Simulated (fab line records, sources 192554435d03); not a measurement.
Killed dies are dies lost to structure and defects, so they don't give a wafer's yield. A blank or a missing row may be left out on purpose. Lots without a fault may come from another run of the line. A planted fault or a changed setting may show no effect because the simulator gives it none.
A struck lot beside a sound one | flow n5_finfet | 38 steps out of a route of 1938
Sound: wafers L969.2, L969.3, L969.5. Struck: wafers L973.2, L973.4, L973.6. The cause comes at the end.
At each step with rows: each side's tool, then ch and its chambers, then its first start. Under that, the readings that differ: sound wafers | struck wafers | difference of the means | sigmas: that difference in standard deviations of wafers without a fault.
alike: readings whose means differ by less than 2 such deviations, and words and numbers that are the same on both sides. not compared: withheld readings, readings that some wafer has no value for, bounds like >300 that may hide the same value, and numbers for which the record gives no deviation and whose values overlap.
The two part at a step that has a row with sigmas, a row that says differs or no value, or rows on one side only. Numbers that don't overlap but have no deviation are shown without sigmas and don't part them. A reading that every wafer of one side lacks parts them only if that side has two wafers or more.

first, 9 steps without rows for these wafers: N5_BEOL_M4_ANNEAL_95 (time 240 s); N5_BEOL_M4_SPUTTER_96 (material Cu, target thk 4.5 nm, time 8.29 s); N5_BEOL_M4_ECD_50 (material Cu, target thk 300 nm); N5_BEOL_M4_ANNEAL_51 (time 90 s); N5_BEOL_M4_CMP_52 (polishes, stops on SiOC, t overpolish 6.8 s, target thk 40 nm); N5_BEOL_M4_PRE_CLEAN_60 (time 15 s); N5_BEOL_M4_CO_CAP_55 (material Co, precursor CCTBA/H2, target thk 2 nm, time 102.1 s); N5_BEOL_M4_PRE_CLEAN_56 (time 15 s); N5_BEOL_M4_DEP_57 (deposits SiCN from 3MS/NH3, target thk 8 nm, time 14 s).
N5_BEOL_M4_RC_MEAS_101:
  sound on prober-01 ch 0, day 12 05:40; struck on prober-02 ch 0, day 13 14:22
  alike: DIBL_N, DIBL_P, IOFF_N, IOFF_P, ION_N, ION_P, SS_N, SS_P, VT_N, VT_P
then, 24 steps without rows for these wafers: N5_BEOL_M5_ILD_DEP_00 (deposits SiCOH lowk from DEMS/porogen, target thk 140.64 nm, time 25.9 s); N5_BEOL_M5_CURE_79 (cures SiCOH lowk, time 240 s); N5_BEOL_M5_PECVD_70 (deposits SiO2 from TEOS/O2, target thk 16 nm, time 18 s); N5_BEOL_M5_HM_DEP_02 (deposits TiN, target thk 20 nm); N5_BEOL_M5_COAT_59 (time 60 s, resist thk 60 nm); N5_BEOL_M5_COAT_60 (time 60 s, resist thk 12 nm); N5_BEOL_M5_COAT_71 (time 60 s, resist thk 5 nm); N5_BEOL_M5_COAT_05 (resist thk 30 nm); N5_BEOL_M5_EBR_07; N5_BEOL_M5_SOFTBAKE_06 (time 60 s); N5_BEOL_M5_EXPOSE_08 (exposes mask M5, target cd 28 nm); N5_BEOL_M5_PEB_09 (peb time 60 s); N5_BEOL_M5_DEVELOP_10 (develop time 30 s); N5_BEOL_M5_DESCUM_16 (chemistry O2, time 7 s); N5_BEOL_M5_ETCH_72 (etches underlayer in N2/H2, target depth 6.5 nm, time 5.2 s); N5_BEOL_M5_ETCH_61 (etches SiARC in CF4, target depth 15.6 nm, time 26 s); N5_BEOL_M5_ETCH_62 (etches SOC in N2/H2, target depth 75 nm, overetch 15 nm, time 112.5 s); N5_BEOL_M5_STRIP_63 (strips in N2/H2); N5_BEOL_M5_STRIP_73 (strips in N2/H2); N5_BEOL_M5_STRIP_64 (strips in CF4); N5_BEOL_M5_HM_OPEN_17 (chemistry Cl2/BCl3, target TiN, target depth 20 nm, overetch 6 nm); N5_BEOL_M5_STRIP_19 (strips in O2); N5_BEOL_M5_COAT_65 (time 60 s, resist thk 60 nm); N5_BEOL_M5_COAT_66 (time 60 s, resist thk 12 nm).
-- the record jumps here: 3 days lie between the struck wafers' starts before and after (it left off in module BEOL_M5 and takes up again in module BEOL_M11, whose first step shown is number 1595 of the route) --
N5_BEOL_M11_ANNEAL_51: time 90 s.
  sound on rtp_anneal-02 ch 0, day 14 16:50; struck on rtp_anneal-01, day 16 05:48
  no value came back on the struck wafers for anneal_temp_c (C), anneal_temp_c_max, wafer_temp_C_max; on the sound wafers anneal_temp_c (C) reads 224.83 224.99 225.10
N5_BEOL_M11_CMP_52: polishes, stops on SiCOH lowk, t overpolish 7 s, target thk 140 nm.
  sound on cmp-02 ch 0,3, day 14 17:13; struck on cmp-04 ch 1,2,3, day 16 06:03
  reading                      | sound          | struck         | difference | sigmas
  barrier_field_endpoint_s (s) | 28.7 28.1 28.4 | 34.7 34.4 34.2 | +6.0       | +10
  time_to_endpoint_s (s)       | 67.3 67.3 66.8 | 86.9 87.1 86.0 | +19.5      | +8
  alike: motor_current_A, overpolish_run_s
N5_BEOL_M15_RC_MEAS_101:
  sound on prober-01 ch 0, day 15 17:46; struck on prober-01 ch 0, day 17 07:54
  reading       | sound                   | struck          | difference | sigmas
  COMB_M7 (S/m) | 3.5e-11 2.4e-11 3.1e-11 | 2.1e-11 1.7e-11 | -1.1e-11   | -2
  alike: COMB_M10, COMB_M12, COMB_M13, COMB_M14, COMB_M15, COMB_M5, COMB_M6, COMB_M8, COMB_M9, SERP_M10, SERP_M11, SERP_M12, SERP_M13, SERP_M14, SERP_M5, SERP_M6, SERP_M7, SERP_M8, SERP_M9
  not compared: COMB_M11, COMB_M11_max_site
N5_PASSIVATION_PROBE_49:
  sound on prober-01, day 16 09:20; struck on prober-01, day 17 22:40
  reading                  | sound          | struck         | difference | sigmas
  defect_limited_yield (%) | 90.7 90.6 89.1 | 41.1 93.9 54.8 | -26.9      | -19
  killed_at_M4_up          | 16 10 5        | 608 10 450     | +346       | +64
  killed_dies              | 110 111 129    | 695 72 533     | +317       | +20
  sort_n_pass              | 1070 1069 1051 | 485 1108 647   | -317       | -20
  sort_yield_pct (%)       | 90.7 90.6 89.1 | 41.1 93.9 54.8 | -26.9      | -19
  alike: killed_at_M0_to_M3, killed_at_contacts, killed_at_front_end, killed_at_other, killed_open, killed_short, sort_bin_5_function, sort_bin_6_memory

WHERE THEY PART
First at N5_BEOL_M11_ANNEAL_51; last, within this record, at N5_PASSIVATION_PROBE_49.

WHY: what the simulator had put in
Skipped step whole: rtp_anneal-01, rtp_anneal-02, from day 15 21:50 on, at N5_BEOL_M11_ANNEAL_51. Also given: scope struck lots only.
